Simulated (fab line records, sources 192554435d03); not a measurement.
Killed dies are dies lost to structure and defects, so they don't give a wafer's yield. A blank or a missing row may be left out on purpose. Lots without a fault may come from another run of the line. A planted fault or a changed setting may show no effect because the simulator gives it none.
fab line records | flow n5_finfet | part 2 of 2: steps 5 to 6 of 6
record lots=24 wafers=72 last_day=19
route steps=1938 shown BEOL_M10@1483 BEOL_M11@1538
lots that met no fault: from a run of the same line without faults
start_h: hours from the record's first day to the start of the lot's first wafer shown | wait_h: hours since the lot's step before | " the same as in the row above | L1.1+2: a row that stands for several wafers | - no value, or no start given | * or withheld: withheld | < > ~ a bound
route shown NAME@n: a module of which the file shows steps, and the number in the route of the first | usual: mean/standard deviation of fault-free wafers | same: alike in all rows | chamber/n: place in a boat | sites: the reading at each site | _std_site: their standard deviation | _edge_site: outer sites' mean less inner sites' | radius_mm: how far each site lies from the wafer's centre | mask NAME#n: copy n | behind: the tool/chamber that last shaped the wafer | hold: why the lot was held/for how many hours/how that ended | device: the transistor (n, p or np) that didn't switch | end of line: the same wafers' tests at the end of the route | a step without rows: its recipe alone | killed: dies lost to structure and defects at the first sort, not the wafer's yield | map: a wafer's dies, x killed, . not, _ none there
set.NAME: the setting as run; set.NAME@STEP: as run at that earlier step | model.NAME: the simulator's own value behind a step, which no gauge read
steps of the route over a sample of lots; a table a step, a row a wafer
services: from which hour (start_h, from the record's first day; less than 0 if before it) a tool's chamber was out of use, for how many hours, and why
## steps
# step N5_BEOL_M11_STRIP_19
# recipe chemistry=O2 power_w=400 temp_c=40 pressure_mtorr=30 rf_frequency_hz=6e+07 bias_power_w=0 overash_fraction=0.2 o2_flow_sccm=225
# usual drypump_motor_current_A=5.5/0.36 oes_product_au=0.83/0.12 rf_vpp_V=3.6/0.6 showerhead_plenum_p_Torr=2.09/0.081 throttle_valve_pct=16.60/0.29
# columns lot.wafer tool chamber start_h wait_h drypump_motor_current_A oes_product_au rf_hours_counter_h rf_vpp_V showerhead_plenum_p_Torr throttle_valve_pct
L074.1 rie_diel-02 0 252.00 0.1 5.4 0.93 21 3.1 2.13 16.46
L074.4 " 0 " " 5.4 0.93 - 3.8 2.13 16.47
L074.6 " 1 " " 6.0 0.70 - 2.9 1.98 16.40
L075.1 rie_diel-02 3 252.10 0.1 5.7 0.70 243 4.1 2.06 17.03
L075.2 " 1 " " 6.1 0.72 204 3.6 1.98 16.42
L075.6 " 0 " " 5.4 0.93 - 3.1 2.13 16.47
L078.2 rie_diel-04 2 300.66 0.2 5.3 0.70 197 4.4 2.18 16.88
L078.3 " 0 " " 5.8 0.88 50 3.0 2.07 16.51
L078.6 " 0 " " 5.8 0.88 - 3.5 2.07 16.49
L077.4 rie_diel-06 0 303.72 0.1 4.9 0.82 59 4.0 2.05 16.51
L077.5 " 1 " " 5.6 0.71 - 4.1 1.98 16.68
L077.6 " 0 " " 4.9 0.83 - 4.3 2.06 16.54
L080.2 rie_diel-06 1 323.56 0.2 5.6 0.71 238 2.9 1.98 16.70
L080.4 " 3 " " 5.4 0.71 212 2.4 2.01 17.20
L080.5 " 3 " " 5.4 0.71 - 4.3 2.01 17.19
L079.1 rie_diel-04 1 324.46 0.1 6.2 0.93 15 2.7 2.23 16.43
L079.4 " 1 " " 6.3 0.93 - 3.5 2.23 16.42
L079.6 " 0 " " 5.8 0.86 - 3.1 2.06 16.53
L081.1 rie_diel-04 3 331.17 0.2 5.6 0.99 2 3.5 2.05 16.43
L081.2 " 0 " " 5.8 0.86 64 4.7 2.06 16.52
L081.6 " 0 " " 5.8 0.86 - 4.6 2.06 16.52
L082.1 rie_diel-06 0 341.56 0.2 4.9 0.81 75 3.7 2.05 16.55
L082.3 " 3 " " 5.3 0.70 221 3.0 2.01 17.19
L082.4 " 0 " " 4.9 0.81 - 4.8 2.05 16.54
L083.2 rie_diel-04 2 347.71 0.1 5.3 0.68 215 4.1 2.17 16.90
L083.3 " 1 " " 6.3 0.90 23 4.3 2.23 16.48
L083.6 " 3 " " 5.7 0.96 - 3.5 2.05 16.44
L085.1 rie_diel-06 0 360.68 0.1 4.9 0.80 80 4.1 2.05 16.57
L085.4 " 3 " " 5.4 0.69 226 5.0 2.01 17.21
L085.6 " 2 " " 5.2 0.98 - 3.7 2.16 16.42
L084.1 rie_diel-02 2 362.21 0.1 5.5 0.97 7 2.8 2.05 16.25
L084.3 " 3 " " 5.7 0.70 250 3.4 2.06 17.03
L084.4 " 1 " " 6.0 0.69 211 3.0 1.98 16.39
L087.1 rie_diel-06 0 362.34 0.1 4.9 0.80 80 3.4 2.05 16.55
L087.2 " 1 " " 5.6 1.00 1 3.6 2.24 16.23
L087.5 " 0 " " 4.9 0.80 - 2.7 2.05 16.55
L086.2 rie_diel-02 1 365.32 0.1 6.0 0.69 212 3.9 1.98 16.43
L086.4 " 1 " " 6.0 0.69 - 3.3 1.98 16.42
L086.5 " 2 " " 5.5 0.96 - 3.5 2.05 16.26
L089.2 rie_diel-04 1 370.39 0.1 6.3 0.90 30 4.7 2.23 16.46
L089.3 " 3 " " 5.7 0.93 14 3.8 2.05 16.47
L089.5 " 1 " " 6.3 0.89 - 4.1 2.23 16.47
L076.3 rie_diel-06 0 370.55 0.1 4.9 0.79 83 3.4 2.05 16.57
L076.4 " 2 " " 5.2 0.97 7 3.4 2.16 16.41
L076.6 " 1 " " 5.6 0.97 - 3.1 2.24 16.22
L090.2 rie_diel-04 3 380.15 0.1 5.6 0.91 18 3.0 2.05 16.46
L090.4 " 2 " " 5.2 0.68 227 3.8 2.17 16.92
L090.6 " 0 " " 5.8 0.83 - 4.4 2.06 16.55
L091.2 rie_diel-06 3 394.72 0.2 5.3 0.69 238 3.0 2.00 17.24
L091.5 " 0 " " 4.9 0.79 - 4.1 2.04 16.58
L091.6 " 3 " " 5.4 0.69 - 3.9 2.00 17.24
L088.2 rie_diel-02 2 400.97 0.1 5.5 0.93 22 2.8 2.05 16.25
L088.3 " 0 " " 5.4 0.89 44 2.6 2.12 16.48
L088.6 " 0 " " 5.5 0.90 - 3.6 2.12 16.52
L092.1 rie_diel-02 3 401.01 0.1 5.7 1.00 6 3.7 2.06 16.59
L092.2 " 0 " " 5.5 0.89 44 3.7 2.12 16.51
L092.4 " 1 " " 6.0 0.68 226 3.7 1.97 16.44
L095.2 rie_diel-02 1 405.18 0.1 6.1 0.69 227 3.3 1.97 16.44
L095.5 " 0 " " 5.4 0.90 - 2.9 2.12 16.50
L095.6 " 3 " " 5.7 0.99 - 3.2 2.06 16.58
L094.1 rie_diel-06 3 408.22 0.1 5.4 0.70 241 3.9 2.00 17.23
L094.3 " 2 " " 5.3 0.94 19 3.6 2.15 16.44
L094.4 " 0 " " 4.9 0.79 94 3.0 2.04 16.59
L093.2 rie_diel-06 0 408.49 0.1 4.9 0.78 94 3.4 2.04 16.58
L093.4 " 2 " " 5.2 0.95 19 3.0 2.15 16.43
L093.6 " 3 " " 5.3 0.69 - 4.2 2.00 17.25
L096.2 rie_diel-02 3 409.24 0.1 5.7 0.99 9 2.8 2.06 16.58
L096.5 " 2 " " 5.5 0.92 - 2.2 2.05 16.26
L096.6 " 3 " " 5.7 1.00 - 2.8 2.06 16.57
L097.1 rie_diel-04 3 412.81 0.1 5.7 0.90 29 3.3 2.05 16.49
L097.5 " 2 " " 5.2 0.68 - 3.9 2.17 16.95
L097.6 " 3 " " 5.7 0.90 - 3.5 2.05 16.51
# step N5_BEOL_M11_CURE_72
# recipe temp_c=370 time_s=120 ambient=DMADMS/He material=SiCOH_lowk
# usual lamp_power_pct=52.31/0.05 wafer_temp_C_max=371.7/0.51
# columns lot.wafer tool chamber start_h wait_h lamp_power_pct wafer_temp_C_max
L074.1 uv_cure-01 0 254.57 0.0 52.27 372.0
L074.4 " 0 " " 52.34 372.4
L074.6 " 0 " " 52.29 372.9
L075.1 uv_cure-02 1 254.75 0.0 52.22 371.6
L075.2 " 1 " " 52.29 371.6
L075.6 " 1 " " 52.32 371.3
L078.2 uv_cure-01 1 302.29 0.1 52.32 371.0
L078.3 " 1 " " 52.28 371.0
L078.6 " 1 " " 52.36 370.8
L077.4 uv_cure-03 0 306.35 0.2 52.30 372.5
L077.5 " 0 " " 52.32 372.1
L077.6 " 0 " " 52.25 372.7
L080.2 uv_cure-01 1 325.87 0.1 52.27 371.2
L080.4 " 1 " " 52.30 371.1
L080.5 " 1 " " 52.34 372.0
L079.1 uv_cure-03 2 326.28 0.0 52.36 371.4
L079.4 " 2 " " 52.39 371.5
L079.6 " 2 " " 52.36 371.6
L081.1 uv_cure-03 0 333.93 0.0 52.34 372.0
L081.2 " 0 " " 52.36 371.9
L081.6 " 0 " " 52.28 372.2
L082.1 uv_cure-01 2 343.25 0.0 52.29 371.5
L082.3 " 2 " " 52.37 371.5
L082.4 " 2 " " 52.36 370.9
L083.2 uv_cure-02 2 353.89 0.1 52.24 372.2
L083.3 " 2 " " 52.25 372.1
L083.6 " 2 " " 52.31 371.6
L085.1 uv_cure-03 1 361.97 0.0 52.34 372.1
L085.4 " 1 " " 52.35 372.1
L085.6 " 1 " " 52.41 372.2
L084.1 uv_cure-01 2 365.37 0.0 52.34 371.3
L084.3 " 2 " " 52.27 371.5
L084.4 " 2 " " 52.27 371.3
L087.1 uv_cure-01 2 365.67 0.0 52.32 371.9
L087.2 " 2 " " 52.41 371.9
L087.5 " 2 " " 52.24 371.7
L086.2 uv_cure-03 2 367.18 0.1 52.30 370.6
L086.4 " 2 " " 52.30 371.1
L086.5 " 2 " " 52.34 371.2
L089.2 uv_cure-02 0 374.67 0.1 52.32 371.2
L089.3 " 0 " " 52.37 371.4
L089.5 " 0 " " 52.37 371.5
L076.3 uv_cure-01 2 375.13 0.4 52.26 371.9
L076.4 " 2 " " 52.31 372.0
L076.6 " 2 " " 52.34 371.2
L090.2 uv_cure-03 1 384.36 0.1 52.23 371.7
L090.4 " 1 " " 52.36 372.3
L090.6 " 1 " " 52.41 371.7
L091.2 uv_cure-03 1 400.51 0.1 52.28 372.2
L091.5 " 1 " " 52.36 371.8
L091.6 " 1 " " 52.28 371.9
L088.2 uv_cure-01 0 402.40 0.1 52.23 371.7
L088.3 " 0 " " 52.30 371.8
L088.6 " 0 " " 52.30 372.5
L092.1 uv_cure-02 2 404.34 0.0 52.21 372.2
L092.2 " 2 " " 52.28 372.0
L092.4 " 2 " " 52.29 372.0
L095.2 uv_cure-03 2 407.18 0.1 52.32 371.0
L095.5 " 2 " " 52.20 371.0
L095.6 " 2 " " 52.40 370.8
L093.2 uv_cure-03 0 410.97 0.1 52.29 372.2
L093.4 " 0 " " 52.28 371.7
L093.6 " 0 " " 52.28 372.6
L096.2 uv_cure-03 1 411.27 0.2 52.33 371.9
L096.5 " 1 " " 52.28 372.0
L096.6 " 1 " " 52.27 372.0
L094.1 uv_cure-03 2 412.12 0.2 52.28 371.4
L094.3 " 2 " " 52.35 371.4
L094.4 " 2 " " 52.34 371.2
L097.1 uv_cure-02 0 414.15 0.0 52.32 371.5
L097.5 " 0 " " 52.33 371.0
L097.6 " 0 " " 52.39 371.8
## services
# columns tool chamber start_h hours kind
uv_cure-03 - 225.69 0.9 repair
rie_diel-06 2 226.76 7.4 repair
rie_diel-05 2 229.83 7.1 repair
rie_diel-04 3 236.60 5.9 repair
rie_diel-02 - 257.06 72.1 repair
uv_cure-01 - 279.90 0.5 repair
uv_cure-02 - 281.24 7.5 pm
uv_cure-03 - 289.04 7.5 pm
rie_diel-04 3 294.15 6.5 repair
rie_diel-03 - 322.81 14.6 pm
rie_diel-02 - 329.20 14.6 pm
rie_diel-06 3 331.95 2.6 repair
rie_diel-04 - 336.59 4.8 repair
rie_diel-06 - 338.02 0.6 repair
rie_diel-01 1 341.15 22.0 repair
rie_diel-06 0 347.58 3.7 repair
rie_diel-05 2 349.12 1.4 repair
rie_diel-06 - 354.64 4.3 pm
uv_cure-01 - 355.77 0.8 repair
uv_cure-02 - 373.16 0.4 repair
uv_cure-01 - 377.69 6.0 pm
uv_cure-02 - 394.84 7.5 pm
rie_diel-05 3 395.52 5.8 repair
uv_cure-01 - 409.91 24.9 pm
